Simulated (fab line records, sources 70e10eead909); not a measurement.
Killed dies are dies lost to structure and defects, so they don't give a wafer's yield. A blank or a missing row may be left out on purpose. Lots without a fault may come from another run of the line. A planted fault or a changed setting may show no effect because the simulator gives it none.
fab line records | flow nand_harc
record lots=11 wafers=33 last_day=33
route steps=1302 shown A_CONTACT@1092 A_BLC@1121 END@1302
lots that met no fault: from a run of the same line without faults
start_h: hours from the record's first day to the start of the lot's first wafer shown | wait_h: hours since the lot's step before | " the same as in the row above | L1.1+2: a row that stands for several wafers | - no value, or no start given | * or withheld: withheld | < > ~ a bound
route shown NAME@n: a module of which the file shows steps, and the number in the route of the first | usual: mean/standard deviation of fault-free wafers | same: alike in all rows | chamber/n: place in a boat | sites: the reading at each site | _std_site: their standard deviation | _edge_site: outer sites' mean less inner sites' | radius_mm: how far each site lies from the wafer's centre | mask NAME#n: copy n | behind: the tool/chamber that last shaped the wafer | hold: why the lot was held/for how many hours/how that ended | device: the transistor (n, p or np) that didn't switch | end of line: the same wafers' tests at the end of the route | a step without rows: its recipe alone | killed: dies lost to structure and defects at the first sort, not the wafer's yield | map: a wafer's dies, x killed, . not, _ none there
set.NAME: the setting as run; set.NAME@STEP: as run at that earlier step | model.NAME: the simulator's own value behind a step, which no gauge read
steps of the route over a sample of lots; a table a step, a row a wafer
services: from which hour (start_h, from the record's first day; less than 0 if before it) a tool's chamber was out of use, for how many hours, and why
## steps
# step NHARC_A_CONTACT_ETCH_92
# recipe target_depth_a=400 over_etch_frac=0.5 time_s=85.7 ion_energy_ev=120 ch3f_flow_sccm=50 o2_flow_sccm=30 ar_flow_sccm=200 rf_w=500 bias_w=100 chemistry=CH3F/O2
# usual drypump_motor_current_A=5.7/0.53 o2_flow_sccm=30.00/0.088 oes_product_au=0.933/0.022 rf_vpp_V=244.4/1.6 showerhead_plenum_p_Torr=2.46/0.092 throttle_valve_pct=20.663/0.0093
# columns lot.wafer tool chamber start_h wait_h drypump_motor_current_A o2_flow_sccm oes_product_au rf_hours_counter_h rf_vpp_V showerhead_plenum_p_Torr throttle_valve_pct
L817.3 rie_diel-08 3 507.33 0.4 5.4 29.91 0.939 27 243.1 2.34 20.655
L817.4 " 0 " " 6.8 30.07 0.938 26 245.8 2.53 20.665
L817.5 " 2 " " 5.3 29.98 0.918 - 242.7 2.37 20.667
L819.2 rie_diel-07 1 528.59 0.5 5.8 29.99 0.926 13 245.8 2.61 20.663
L819.5 " 2 " " 5.2 29.94 0.914 - 242.9 2.36 20.680
L819.6 " 3 " " 5.4 30.13 0.913 - 246.8 2.61 20.660
L820.4 rie_diel-08 2 544.13 0.4 5.4 30.07 0.938 29 242.3 2.37 20.650
L820.1 " 0 " " 6.8 29.94 0.947 31 244.9 2.52 20.659
L820.5 " 2 " " 5.4 30.16 0.953 - 243.1 2.37 20.660
L823.3 rie_diel-08 3 587.84 0.4 5.4 29.82 0.939 6 242.1 2.33 20.651
L823.4 " 2 " " 5.4 29.96 0.944 6 243.1 2.37 20.667
L823.6 " 0 " " 6.8 29.98 0.919 - 243.2 2.52 20.653
L824.1 rie_diel-07 1 595.27 0.5 5.8 29.99 0.925 35 246.2 2.60 20.660
L824.4 " 2 " " 5.1 29.90 0.921 39 243.3 2.35 20.661
L824.5 " 1 " " 5.9 30.03 0.929 - 247.4 2.60 20.659
L833.3 rie_diel-08 1 663.81 0.4 5.7 29.95 0.914 23 244.1 2.48 20.655
L833.4 " 2 " " 5.4 30.13 0.926 - 242.9 2.36 20.669
L833.5 " 0 " " 6.8 29.96 0.921 - 244.5 2.51 20.652
L834.1 rie_diel-08 0 705.96 0.5 6.8 29.98 0.929 27 245.3 2.51 20.662
L834.4 " 2 " " 5.4 29.98 0.924 28 243.3 2.36 20.661
L834.5 " 1 " " 5.8 30.09 0.920 - 244.5 2.48 20.661
L836.1 rie_diel-08 3 710.84 0.5 5.4 30.03 0.943 30 242.3 2.33 20.662
L836.4 " 1 " " 5.8 30.05 0.934 31 245.3 2.48 20.673
L836.5 " 0 " " 6.8 30.02 0.937 - 245.0 2.51 20.681
L838.2 rie_diel-07 2 730.61 0.6 5.2 30.05 0.930 25 242.2 2.33 20.654
L838.4 " 3 " " 5.4 29.95 0.920 25 245.1 2.58 20.648
L838.6 " 2 " " 5.1 30.07 0.920 - 242.2 2.33 20.684
L840.1 rie_diel-07 3 745.53 0.5 5.4 30.00 0.922 30 245.2 2.58 20.659
L840.2 " 0 " " 5.2 29.88 0.931 30 245.9 2.49 20.657
L840.6 " 0 " " 5.2 29.92 0.927 - 243.7 2.49 20.644
L839.1 rie_diel-08 3 747.05 0.5 5.4 30.16 0.924 4 243.0 2.32 20.666
L839.2 " 1 " " 5.8 29.99 0.914 4 243.6 2.48 20.673
L839.5 " 0 " " 6.8 30.01 0.912 - 245.7 2.51 20.662
# step NHARC_A_CONTACT_ETCH_98
# recipe target_depth_a=200 over_etch_frac=0.5 time_s=10 ion_energy_ev=250 c4f6_flow_sccm=25 o2_flow_sccm=20 ar_flow_sccm=500 rf_w=600 bias_w=500 chemistry=C4F6/O2
# usual drypump_motor_current_A=5.7/0.54 o2_flow_sccm=20.00/0.062 oes_product_au=0.952/0.018 rf_vpp_V=546.9/2.9 showerhead_plenum_p_Torr=3.92/0.14 throttle_valve_pct=26.902/0.0084
# columns lot.wafer tool chamber start_h wait_h drypump_motor_current_A o2_flow_sccm oes_product_au rf_hours_counter_h rf_vpp_V showerhead_plenum_p_Torr throttle_valve_pct
L817.4 rie_diel-08 3 - - 5.4 20.14 0.965 27 543.8 3.74 26.894
L817.3 " 0 " " 6.8 20.15 0.966 26 550.0 4.02 26.899
L817.5 " 3 " " 5.4 20.12 0.972 - 543.3 3.74 26.915
L819.2 rie_diel-07 3 - - 5.4 20.10 0.940 12 550.6 4.15 26.903
L819.5 " 3 " " 5.4 20.07 0.958 - 550.1 4.15 26.898
L819.6 " 0 " " 5.2 19.95 0.936 - 548.3 4.01 26.908
L820.1 rie_diel-08 2 - - 5.4 19.97 0.958 29 543.9 3.79 26.894
L820.4 " 3 " " 5.4 19.97 0.970 32 544.4 3.74 26.902
L820.5 " 0 " " 6.8 19.95 0.968 - 549.6 4.02 26.907
L823.3 rie_diel-08 1 - - 5.8 20.07 0.930 6 546.9 3.97 26.914
L823.4 " 2 " " 5.4 19.94 0.942 6 544.2 3.79 26.901
L823.6 " 0 " " 6.8 20.00 0.948 - 548.7 4.02 26.904
L824.1 rie_diel-07 2 - - 5.2 20.03 0.949 39 544.5 3.75 26.905
L824.4 " 3 " " 5.4 20.12 0.919 40 552.5 4.13 26.917
L824.5 " 0 " " 5.2 20.02 0.949 - 548.1 4.00 26.910
L833.3 rie_diel-08 1 663.94 0.1 5.8 19.98 0.938 23 548.7 3.96 26.893
L833.4 " 0 " " 6.8 19.88 0.949 - 548.6 4.01 26.893
L833.5 " 1 " " 5.8 20.00 0.945 - 547.4 3.96 26.922
L834.4 rie_diel-08 2 - - 5.4 19.99 0.936 28 544.1 3.77 26.905
L834.1 " 3 " " 5.4 20.10 0.950 29 542.4 3.72 26.907
L834.5 " 3 " " 5.4 20.01 0.943 - 543.3 3.72 26.900
L836.4 rie_diel-08 3 - - 5.4 19.91 0.956 30 542.0 3.72 26.908
L836.1 " 1 " " 5.8 20.05 0.929 31 545.5 3.96 26.885
L836.5 " 2 " " 5.4 19.98 0.933 - 544.6 3.77 26.897
L838.4 rie_diel-07 1 - - 5.9 19.97 0.948 24 550.6 4.11 26.914
L838.2 " 2 " " 5.2 19.99 0.935 25 543.4 3.73 26.900
L838.6 " 1 " " 5.9 20.00 0.929 - 549.0 4.11 26.898
L840.2 rie_diel-07 2 - - 5.2 19.95 0.934 29 542.1 3.73 26.903
L840.1 " 0 " " 5.2 20.03 0.954 30 548.4 3.97 26.914
L840.6 " 2 " " 5.2 19.91 0.934 - 541.3 3.73 26.896
L839.2 rie_diel-08 3 747.22 0.1 5.4 19.98 0.941 4 541.3 3.72 26.916
L839.1 " 0 " " 6.8 19.96 0.959 4 547.9 4.00 26.892
L839.5 " 1 " " 5.8 19.97 0.960 - 546.5 3.95 26.907
# step NHARC_A_CONTACT_ALD_18
# recipe target_thk_a=30 pulse_time_s=1 ald_cycles=150 temp_c=450 material=TiN
# usual heater_power_outer_w=701/70 heater_power_w=1118/100 precursor_pulse_height_rel=1.000/0.02
# same pulse_time_s=1
# columns lot.wafer tool chamber start_h wait_h heater_power_outer_w heater_power_w precursor_pulse_height_rel
L817.3 ald_metal-01 0 508.48 - 690 1114 0.985
L817.4 " 3 " " 749 1131 0.997
L817.5 " 1 " " 608 995 1.018
L819.2 ald_metal-04 3 529.71 - 707 1272 1.045
L819.6 " 3 " " 721 1217 0.985
L819.5 " 0 " " 785 1154 1.029
L820.4 ald_metal-04 2 545.29 - 633 1000 0.987
L820.1 " 0 " " 782 1142 0.997
L820.5 " 2 " " 622 1012 1.004
L823.4 ald_metal-03 0 589.25 - 759 1248 1.017
L823.3 " 2 " " 791 1127 0.996
L823.6 " 0 " " 759 1250 0.982
L824.1 ald_metal-04 1 596.52 - 781 1278 0.990
L824.4 " 0 " " 788 1165 1.043
L824.5 " 2 " " 612 1010 1.010
L833.4 ald_metal-03 1 665.10 - 632 1010 1.012
L833.3 " 2 " " 788 1132 1.023
L833.5 " 3 " " 633 1022 0.979
L834.4 ald_metal-04 2 707.12 - 604 1013 0.986
L834.1 " 3 " " 782 1284 0.990
L834.5 " 3 " " 750 1307 0.995
L836.1 ald_metal-03 0 712.01 - 778 1267 0.998
L836.4 " 1 " " 667 1037 1.020
L836.5 " 3 " " 665 1030 0.999
L838.2 ald_metal-01 1 732.26 - 612 951 1.019
L838.4 " 3 " " 708 1145 0.991
L838.6 " 1 " " 610 967 0.971
L840.2 ald_metal-04 0 746.69 - 793 1135 1.005
L840.1 " 2 " " 608 1019 1.016
L840.6 " 2 " " 613 1004 1.004
L839.2 ald_metal-01 3 748.25 - 719 1143 0.979
L839.1 " 2 " " 611 991 0.986
L839.5 " 0 " " 653 1068 0.984
# step NHARC_A_BLC_ETCH_16
# recipe target_depth_a=390 over_etch_frac=0.3 time_s=65 ion_energy_ev=80 cf4_flow_sccm=150 ar_flow_sccm=0 rf_w=300 bias_w=100 chemistry=CF4
# usual drypump_motor_current_A=5.63/0.3 oes_product_au=1.003/0.0092 rf_vpp_V=151.1/1 showerhead_plenum_p_Torr=1.75/0.055 throttle_valve_pct=13.283/0.0089
# columns lot.wafer tool chamber start_h wait_h drypump_motor_current_A oes_product_au rf_hours_counter_h rf_vpp_V showerhead_plenum_p_Torr throttle_valve_pct
L817.4 rie_diel-09 2 510.63 0.1 6.03 0.996 0 151.8 1.77 13.279
L817.3 " 3 " " 5.89 0.996 0 152.7 1.82 13.274
L817.5 " 3 " " 5.87 1.001 - 151.9 1.82 13.292
L819.2 rie_diel-09 1 532.00 0.1 5.54 1.014 2 150.0 1.65 13.289
L819.6 " 3 " " 5.88 1.000 - 152.3 1.82 13.303
L819.5 " 2 " " 6.01 0.991 - 151.4 1.77 13.296
L820.1 rie_diel-09 2 547.57 0.1 6.04 0.993 3 152.0 1.77 13.283
L820.4 " 0 " " 5.43 1.008 2 152.0 1.80 13.287
L820.5 " 2 " " 6.03 0.999 - 152.3 1.77 13.284
L823.3 rie_diel-09 0 591.43 0.1 5.39 1.009 4 151.2 1.80 13.274
L823.4 " 1 " " 5.56 1.006 5 150.9 1.65 13.271
L823.6 " 3 " " 5.86 0.998 - 152.6 1.82 13.272
L824.4 rie_diel-09 2 598.66 0.1 6.03 0.993 6 153.1 1.77 13.293
L824.1 " 0 " " 5.44 1.005 5 151.4 1.80 13.273
L824.5 " 2 " " 6.02 0.994 - 151.7 1.77 13.290
L833.4 rie_diel-09 3 667.32 0.1 5.86 1.004 11 151.4 1.82 13.298
L833.3 " 0 " " 5.41 1.009 10 151.6 1.80 13.282
L833.5 " 3 " " 5.87 0.995 - 151.7 1.82 13.287
L834.1 rie_diel-09 2 709.30 0.1 6.04 1.010 1 151.9 1.77 13.292
L834.4 " 3 " " 5.87 1.007 - 152.0 1.82 13.299
L834.5 " 0 " " 5.40 0.832 - 151.9 1.80 13.272
L836.1 rie_diel-09 0 714.34 0.1 5.39 0.818 2 152.7 1.80 13.290
L836.4 " 2 " " 6.01 1.010 - 152.0 1.77 13.287
L836.5 " 3 " " 5.86 1.004 - 152.4 1.82 13.289
L838.4 rie_diel-10 2 734.54 0.1 5.56 1.004 14 151.1 1.73 13.282
L838.2 " 1 " " 5.06 1.010 12 149.3 1.69 13.271
L838.6 " 3 " " 5.74 0.992 - 151.1 1.71 13.273
L840.2 rie_diel-10 0 749.03 0.1 5.29 1.012 11 151.7 1.80 13.285
L840.1 " 2 " " 5.53 1.012 16 149.8 1.73 13.292
L840.6 " 0 " " 5.30 1.008 - 151.5 1.80 13.289
L839.1 rie_diel-10 3 750.54 0.1 5.75 0.989 15 151.2 1.71 13.273
L839.2 " 0 " " 5.29 1.002 12 151.6 1.80 13.274
L839.5 " 1 " " 5.08 1.002 - 149.3 1.69 13.286
# step NHARC_END_SORT_01
# recipe temp_c=25
# usual killed_at_array=57/20 killed_at_other=1.0/1.5 killed_at_periphery=3.5/2.5 killed_dies=62/21 killed_open=3.5/1.9 killed_short=2.4/1.6
# same gross_dies=677
# columns lot.wafer tool chamber start_h wait_h hold killed_at_array killed_at_other killed_at_periphery killed_dies killed_open killed_short
L817.3 prober-02 0 562.46 3.1 - 46 0 3 49 2 1
L817.4 prober-02 0 563.27 3.4 - 42 0 2 44 2 4
L817.5 prober-02 0 564.08 3.7 - 50 0 3 53 1 2
L819.2 prober-01 0 576.29 2.9 - 27 0 1 28 4 3
L819.5 prober-01 0 578.73 3.8 - 26 0 3 29 4 3
L819.6 prober-01 0 579.54 4.1 - 15 0 1 16 5 0
L820.1 prober-02 0 590.24 2.5 - 73 2 7 82 4 2
L820.4 prober-02 0 592.65 3.4 - 78 0 5 83 2 2
L820.5 prober-02 0 593.45 3.7 - 74 1 3 78 3 4
L823.3 prober-01 0 639.39 3.1 - 82 7 7 96 3 2
L823.4 prober-01 0 640.19 3.4 - 73 5 7 85 3 4
L823.6 prober-01 0 641.79 4.0 - 83 4 4 91 5 2
L824.1 prober-02 0 642.20 2.5 - 47 1 1 49 4 3
L824.4 prober-02 0 644.62 3.4 - 48 1 4 53 6 6
L824.5 prober-02 0 645.42 3.7 - 53 0 3 56 8 3
L833.3 prober-01 0 710.27 3.1 - 33 0 2 35 4 3
L833.4 prober-01 0 711.08 3.4 - 35 0 1 36 2 2
L833.5 prober-01 0 711.89 3.7 - 40 1 2 43 2 1
L834.1 prober-01 0 757.16 2.6 await_dispo/2.9h/release 76 0 3 79 6 2
L834.4 prober-01 0 759.56 3.4 await_dispo/2.9h/release 90 0 3 93 2 5
L834.5 prober-01 0 760.36 3.7 await_dispo/2.9h/release 314 0 5 319 1 2
L836.1 prober-01 0 772.83 2.5 await_dispo/1.9h/release 282 2 4 288 5 3
L836.4 prober-01 0 775.21 3.4 await_dispo/1.9h/release 35 1 2 38 3 3
L836.5 prober-01 0 776.00 3.7 await_dispo/1.9h/release 28 0 5 33 2 1
L838.2 prober-02 0 780.18 2.8 - 36 1 10 47 1 3
L838.4 prober-02 0 781.80 3.4 - 25 0 12 37 3 1
L838.6 prober-02 0 783.42 4.1 - 32 0 10 42 6 4
L840.1 prober-02 0 793.51 2.5 - 73 0 5 78 9 1
L840.2 prober-02 0 794.32 2.8 - 71 0 1 72 3 0
L840.6 prober-02 0 797.53 4.0 - 69 0 0 69 3 1
L839.1 prober-01 0 793.54 2.5 - 47 1 8 56 1 3
L839.2 prober-01 0 794.32 2.8 - 41 2 1 44 4 2
L839.5 prober-01 0 796.66 3.6 - 51 2 2 55 6 2
# killed by level:class
L817.3 A_CHANNEL_HOLE_D2:chamber_film_flake=35 A_SGD_CUT:chamber_film_flake=3 A_CHANNEL_HOLE_D1:chamber_film_flake=2 A_STAIRCASE:chamber_film_flake=2 P_GATE:geometric_particle:open=1 A_CHANNEL_FILL_D1:geometric_particle:short=1 A_M0:geometric_particle:open=1 P_ZERO_WELL:chamber_film_flake=1
L817.4 A_CHANNEL_HOLE_D2:chamber_film_flake=27 A_STAIRCASE:chamber_film_flake=4 A_CONTACT:chamber_film_flake=2 P_CONTACT:geometric_particle:short=1 A_CHANNEL_FILL_D2:geometric_particle:short=1 A_SGD_CUT:geometric_particle:open=1 A_WL_FILL:geometric_particle:open=1 A_M0:geometric_particle:short=1
L817.5 A_CHANNEL_HOLE_D2:chamber_film_flake=35 A_CHANNEL_HOLE_D1:chamber_film_flake=3 A_BLC:chamber_film_flake=3 A_DECK1_JOINT:chamber_film_flake=2 A_SGD_CUT:chamber_film_flake=2 A_CONTACT:chamber_film_flake=2 P_M0:geometric_particle:open=1 A_ONON_D2:geometric_particle:short=1
L819.2 A_CHANNEL_HOLE_D2:chamber_film_flake=8 A_CHANNEL_HOLE_D1:chamber_film_flake=4 A_STAIRCASE:chamber_film_flake=3 A_BLC:geometric_particle:open=2 A_SGD_CUT:chamber_film_flake=2 A_CONTACT:chamber_film_flake=2 A_DECK1_JOINT:geometric_particle:short=1 A_ONON_D2:geometric_particle:short=1
L819.5 A_CHANNEL_HOLE_D2:chamber_film_flake=9 A_STAIRCASE:chamber_film_flake=3 P_ZERO_WELL:chamber_film_flake=2 A_CHANNEL_HOLE_D1:chamber_film_flake=2 A_SGD_CUT:chamber_film_flake=2 A_CONTACT:chamber_film_flake=2 P_M1:geometric_particle:open=1 A_ONON_D1:geometric_particle:short=1
L819.6 A_CHANNEL_HOLE_D2:chamber_film_flake=5 A_CONTACT:chamber_film_flake=3 A_M0:geometric_particle:open=2 P_M1:geometric_particle:open=1 A_ONON_D1:geometric_particle:open=1 A_ONON_D2:geometric_particle:open=1 A_ZERO_WELL:chamber_film_flake=1 A_STAIRCASE:chamber_film_flake=1
L820.1 A_CHANNEL_HOLE_D2:chamber_film_flake=25 A_SLIT:chamber_film_flake=23 A_CONTACT:chamber_film_flake=8 P_CONTACT:chamber_film_flake=5 A_STAIRCASE:chamber_film_flake=4 A_CHANNEL_HOLE_D1:chamber_film_flake=2 A_CHANNEL_FILL_D1:chamber_film_flake=2 A_CHANNEL_FILL_D2:chamber_film_flake=2
L820.4 A_CHANNEL_HOLE_D2:chamber_film_flake=32 A_SLIT:chamber_film_flake=26 A_STAIRCASE:chamber_film_flake=9 P_CONTACT:chamber_film_flake=3 A_CHANNEL_FILL_D1:geometric_particle:short=2 A_CHANNEL_HOLE_D1:chamber_film_flake=2 A_CHANNEL_FILL_D2:chamber_film_flake=2 A_CHANNEL_FILL_D1:geometric_particle:open=1
L820.5 A_CHANNEL_HOLE_D2:chamber_film_flake=28 A_SLIT:chamber_film_flake=24 A_STAIRCASE:chamber_film_flake=6 P_CONTACT:chamber_film_flake=3 A_CHANNEL_HOLE_D1:chamber_film_flake=3 A_CONTACT:chamber_film_flake=3 A_CHANNEL_FILL_D1:chamber_film_flake=2 A_CHANNEL_FILL_D1:geometric_particle:short=1
L823.3 A_CHANNEL_HOLE_D1:chamber_film_flake=30 A_SLIT:chamber_film_flake=26 A_CHANNEL_HOLE_D2:chamber_film_flake=8 A_CONTACT:chamber_film_flake=7 THIN_TSV:chamber_film_flake=6 P_CONTACT:chamber_film_flake=5 A_M0:chamber_film_flake=3 P_ZERO_WELL:chamber_film_flake=2
L823.4 A_CHANNEL_HOLE_D1:chamber_film_flake=32 A_SLIT:chamber_film_flake=21 P_CONTACT:chamber_film_flake=6 A_CHANNEL_HOLE_D2:chamber_film_flake=5 A_CONTACT:chamber_film_flake=4 THIN_TSV:chamber_film_flake=3 A_WL_FILL:chamber_film_flake=2 A_M0:chamber_film_flake=2
L823.6 A_SLIT:chamber_film_flake=31 A_CHANNEL_HOLE_D1:chamber_film_flake=29 A_CHANNEL_HOLE_D2:chamber_film_flake=6 A_CONTACT:chamber_film_flake=6 THIN_TSV:chamber_film_flake=3 P_CONTACT:chamber_film_flake=2 A_WL_FILL:chamber_film_flake=2 A_M0:chamber_film_flake=2
L824.1 A_CHANNEL_HOLE_D1:chamber_film_flake=25 A_CHANNEL_HOLE_D2:chamber_film_flake=14 A_CHANNEL_FILL_D2:geometric_particle:short=2 P_M1:geometric_particle:open=1 A_SOURCE_PLATE:geometric_particle:short=1 A_ONON_D1:geometric_particle:open=1 A_CHANNEL_FILL_D2:geometric_particle:open=1 A_CONTACT:geometric_particle:open=1
L824.4 A_CHANNEL_HOLE_D1:chamber_film_flake=28 A_CHANNEL_HOLE_D2:chamber_film_flake=7 A_CHANNEL_FILL_D1:geometric_particle:short=2 A_ONON_D2:geometric_particle:open=2 A_CHANNEL_FILL_D2:geometric_particle:short=2 A_CONTACT:chamber_film_flake=2 P_STI:geometric_particle:short=1 P_M0:geometric_particle:open=1
L824.5 A_CHANNEL_HOLE_D1:chamber_film_flake=29 A_CHANNEL_HOLE_D2:chamber_film_flake=9 A_DECK1_JOINT:geometric_particle:open=2 A_ONON_D2:geometric_particle:open=2 P_STI:chamber_film_flake=2 A_STAIRCASE:chamber_film_flake=2 P_CONTACT:geometric_particle:open=1 A_ONON_D1:geometric_particle:short=1
L833.3 A_CHANNEL_HOLE_D1:chamber_film_flake=13 A_CONTACT:chamber_film_flake=5 A_STAIRCASE:chamber_film_flake=3 A_ONON_D2:geometric_particle:short=2 A_CHANNEL_HOLE_D2:chamber_film_flake=2 A_SLIT:chamber_film_flake=2 P_CONTACT:geometric_particle:open=1 A_CHANNEL_FILL_D1:geometric_particle:short=1
L833.4 A_CONTACT:chamber_film_flake=10 A_CHANNEL_HOLE_D1:chamber_film_flake=9 A_CHANNEL_HOLE_D2:chamber_film_flake=4 A_SLIT:chamber_film_flake=4 A_STAIRCASE:chamber_film_flake=3 P_CONTACT:geometric_particle:open=1 A_CHANNEL_HOLE_D1:geometric_particle:open=1 A_ONON_D2:geometric_particle:short=1
L833.5 A_CONTACT:chamber_film_flake=16 A_CHANNEL_HOLE_D1:chamber_film_flake=11 A_STAIRCASE:chamber_film_flake=3 A_SLIT:chamber_film_flake=3 A_BONDPAD:chamber_film_flake=2 P_M0:geometric_particle:open=1 A_ONON_D1:geometric_particle:short=1 A_M0:geometric_particle:open=1
L834.1 A_CHANNEL_HOLE_D1:chamber_film_flake=31 A_SLIT:chamber_film_flake=29 A_SGD_CUT:chamber_film_flake=5 A_STAIRCASE:chamber_film_flake=3 A_CONTACT:chamber_film_flake=3 P_M0:geometric_particle:open=2 P_CONTACT:geometric_particle:open=1 A_DECK1_JOINT:geometric_particle:open=1
L834.4 A_SLIT:chamber_film_flake=37 A_CHANNEL_HOLE_D1:chamber_film_flake=29 A_SGD_CUT:chamber_film_flake=5 A_STAIRCASE:chamber_film_flake=4 A_DECK1_JOINT:chamber_film_flake=3 A_WL_FILL:geometric_particle:short=2 A_ZERO_WELL:chamber_film_flake=2 A_CONTACT:chamber_film_flake=2
L834.5 A_BLC:area_etch=237 A_CHANNEL_HOLE_D1:chamber_film_flake=31 A_SLIT:chamber_film_flake=30 A_CONTACT:chamber_film_flake=6 P_ZERO_WELL:chamber_film_flake=3 A_STAIRCASE:chamber_film_flake=3 A_ZERO_WELL:chamber_film_flake=2 A_M1:chamber_film_flake=2
L836.1 A_BLC:area_etch=249 A_CHANNEL_HOLE_D1:chamber_film_flake=15 A_SLIT:chamber_film_flake=7 A_CONTACT:chamber_film_flake=5 A_CHANNEL_FILL_D1:geometric_particle:short=2 A_CHANNEL_HOLE_D2:chamber_film_flake=2 P_GATE:geometric_particle:open=1 P_M1:geometric_particle:short=1
L836.4 A_CHANNEL_HOLE_D1:chamber_film_flake=13 A_SLIT:chamber_film_flake=9 A_CHANNEL_FILL_D2:geometric_particle:open=2 A_CHANNEL_FILL_D2:chamber_film_flake=2 A_STAIRCASE:chamber_film_flake=2 A_CONTACT:chamber_film_flake=2 A_CHANNEL_FILL_D2:geometric_particle:short=1 A_WL_FILL:geometric_particle:short=1
L836.5 A_CHANNEL_HOLE_D1:chamber_film_flake=14 P_M2:chamber_film_flake=4 A_SLIT:chamber_film_flake=4 A_CONTACT:chamber_film_flake=3 A_STAIRCASE:chamber_film_flake=2 A_CHANNEL_FILL_D1:geometric_particle:short=1 A_DECK1_JOINT:geometric_particle:open=1 A_CHANNEL_FILL_D2:geometric_particle:open=1
L838.2 A_CONTACT:chamber_film_flake=20 A_SLIT:chamber_film_flake=7 P_STI:chamber_film_flake=3 P_CONTACT:chamber_film_flake=3 P_M1:chamber_film_flake=2 A_ONON_D2:geometric_particle:short=1 A_WL_FILL:geometric_particle:short=1 A_CONTACT:geometric_particle:short=1
L838.4 A_CONTACT:chamber_film_flake=11 P_STI:chamber_film_flake=6 A_SLIT:chamber_film_flake=6 A_STAIRCASE:chamber_film_flake=4 P_ZERO_WELL:chamber_film_flake=2 A_CHANNEL_HOLE_D1:unspecified=2 P_STI:geometric_particle:open=1 P_GATE:geometric_particle:open=1
L838.6 A_SLIT:chamber_film_flake=7 A_CONTACT:chamber_film_flake=7 A_STAIRCASE:chamber_film_flake=4 P_STI:chamber_film_flake=3 A_CHANNEL_HOLE_D1:unspecified=3 A_ONON_D2:geometric_particle:open=2 A_M0:geometric_particle:open=2 P_CONTACT:chamber_film_flake=2
L840.1 A_CHANNEL_HOLE_D2:chamber_film_flake=27 A_CHANNEL_HOLE_D1:chamber_film_flake=13 A_CONTACT:chamber_film_flake=10 A_SLIT:chamber_film_flake=8 A_M1:chamber_film_flake=3 P_CONTACT:geometric_particle:open=2 P_STI:chamber_film_flake=2 A_STAIRCASE:chamber_film_flake=2
L839.1 A_SLIT:chamber_film_flake=33 P_BONDPAD:chamber_film_flake=5 A_CONTACT:chamber_film_flake=3 P_STI:chamber_film_flake=2 A_CHANNEL_HOLE_D1:chamber_film_flake=2 A_M1:chamber_film_flake=2 A_CHANNEL_FILL_D1:geometric_particle:short=1 A_ONON_D2:geometric_particle:short=1
L840.2 A_CHANNEL_HOLE_D2:chamber_film_flake=21 A_CHANNEL_HOLE_D1:chamber_film_flake=14 A_CONTACT:chamber_film_flake=14 A_SLIT:chamber_film_flake=11 A_WL_FILL:chamber_film_flake=4 A_STAIRCASE:chamber_film_flake=2 A_M1:chamber_film_flake=2 A_CHANNEL_FILL_D1:geometric_particle:open=1
L839.2 A_SLIT:chamber_film_flake=28 A_CONTACT:chamber_film_flake=6 THIN_TSV:chamber_film_flake=2 P_CONTACT:geometric_particle:short=1 A_CHANNEL_FILL_D2:geometric_particle:short=1 A_SGD_CUT:geometric_particle:open=1 A_M0:geometric_particle:open=1 A_M1:geometric_particle:open=1
L839.5 A_SLIT:chamber_film_flake=33 A_CONTACT:chamber_film_flake=4 A_CHANNEL_FILL_D2:geometric_particle:open=2 A_STAIRCASE:chamber_film_flake=2 THIN_TSV:chamber_film_flake=2 P_M0:geometric_particle:open=1 A_ONON_D1:geometric_particle:open=1 A_DECK1_JOINT:geometric_particle:short=1
L840.6 A_CHANNEL_HOLE_D2:chamber_film_flake=26 A_CHANNEL_HOLE_D1:chamber_film_flake=15 A_SLIT:chamber_film_flake=9 A_CONTACT:chamber_film_flake=8 A_STAIRCASE:chamber_film_flake=3 A_CHANNEL_FILL_D1:geometric_particle:open=2 A_CHANNEL_FILL_D1:geometric_particle:short=1 A_M0:geometric_particle:open=1
## services
# columns tool chamber start_h hours kind
rie_diel-09 1 486.79 13.0 repair
rie_diel-09 - 497.10 9.0 pm
rie_diel-10 0 500.10 6.0 repair
ald_metal-03 1 521.12 4.9 repair
rie_diel-09 0 531.50 7.6 repair
rie_diel-08 - 536.17 0.4 repair
rie_diel-08 - 544.87 9.0 pm
rie_diel-07 1 554.62 4.5 repair
rie_diel-07 0 555.62 7.3 repair
rie_diel-09 0 563.49 4.2 repair
rie_diel-09 1 570.60 3.9 repair
rie_diel-07 3 624.07 13.7 repair
rie_diel-08 0 632.02 11.3 repair
rie_diel-07 - 648.20 9.0 pm
ald_metal-04 - 652.00 10.0 pm
rie_diel-08 3 663.73 13.8 repair
rie_diel-09 0 670.10 10.7 repair
rie_diel-07 - 671.04 1.6 repair
rie_diel-09 - 674.10 9.0 pm
rie_diel-09 1 701.65 26.0 repair
rie_diel-08 - 721.90 9.0 pm
ald_metal-04 3 730.99 30.1 repair
rie_diel-08 0 737.35 3.4 repair
rie_diel-08 2 742.00 42.1 repair
## key
first_sign step=NHARC_A_BLC_ETCH_16 reading=oes_product_au direction=down sigmas=19 usual=1.003 struck=0.825
effect step=NHARC_END_SORT_01 reading=killed_at_array direction=up sigmas=12 usual=57 struck=298
more_kills_born_at NHARC_A_BLC_ETCH_16@rie_diel-09=486
met_at NHARC_A_BLC_ETCH_16
struck_lots L834,L836
struck_wafers L834.5,L836.1
tester_left_out L834,L836
not_acting_at NHARC_A_CONTACT_ETCH_92,NHARC_A_CONTACT_ETCH_98,NHARC_A_CONTACT_ALD_18
onset_between 667.32 709.30
fault kind=process_parameter_drift tool=rie_diel-09 chamber=0 onset_h=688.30 steps=NHARC_A_BLC_ETCH_16 channel=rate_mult offset=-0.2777 shape=step end_h=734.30
# tester_left_out: of these lots the tester's yield and bins aren't shown, on N5 and GAA mostly nor the transistor test; their killed dies are dies lost to structure and defects alone, not to doping, threshold or leakage, so they don't give the yield
